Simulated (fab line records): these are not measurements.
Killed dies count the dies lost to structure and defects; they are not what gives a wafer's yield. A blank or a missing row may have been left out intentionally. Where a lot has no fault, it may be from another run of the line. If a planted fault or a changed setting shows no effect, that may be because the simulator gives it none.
Matching of chambers / flow n5-finfet / N5_BEOL_M1_DEP_57 on pecvd-04 has 3 sister chambers
The step deposits SiCN from 3MS/NH3, target thk 8 nm, time 14 s. 3 wafers are shown with their chamber, then 7 later ones without.

EACH WAFER AND ITS CHAMBER
wafer=L087.1; chamber=1; showerhead-plenum-p-Torr (Torr)=3.666
wafer=L092.2; chamber=0; showerhead-plenum-p-Torr (Torr)=3.657
wafer=L092.3; chamber=2; showerhead-plenum-p-Torr (Torr)=3.664

WAFERS WITHOUT THEIR CHAMBER
wafer=L092.6; showerhead-plenum-p-Torr (Torr)=3.653
wafer=L095.3; showerhead-plenum-p-Torr (Torr)=3.655
wafer=L095.5; showerhead-plenum-p-Torr (Torr)=3.658
wafer=L095.6; showerhead-plenum-p-Torr (Torr)=3.655
wafer=L097.2; showerhead-plenum-p-Torr (Torr)=3.659
wafer=L097.4; showerhead-plenum-p-Torr (Torr)=3.663
wafer=L097.5; showerhead-plenum-p-Torr (Torr)=3.655

CHAMBER TAKEN BY EACH
wafer=L092.6; from the rows above=0; in truth=0
wafer=L095.3; from the rows above=0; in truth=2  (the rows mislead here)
wafer=L095.5; from the rows above=0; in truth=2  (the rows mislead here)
wafer=L095.6; from the rows above=0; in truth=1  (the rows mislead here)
wafer=L097.2; from the rows above=can't be placed: 0 or 2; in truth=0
wafer=L097.4; from the rows above=can't be placed: 2 or 1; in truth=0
wafer=L097.5; from the rows above=0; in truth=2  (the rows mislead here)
Placed correctly: 1 of 7. Can't be placed from these rows: 2 (the true chamber is among the candidates in 1). Number placed wrongly: 4.
How it was worked out, from the rows above alone: a wafer's distance from a chamber is the root of the sum, over the readings, of the square of ((its reading less the chamber's mean) divided by the reading's scatter). If the next closest chamber is less than 2 further off than the closest, the wafer can't be placed; otherwise it belongs to the closest. For every chamber, the mean is computed from those of its wafers that are shown. The scatter (one wafer shown for each chamber): square how far every hidden wafer sits from the nearest shown wafer, average those squares and take the square root.
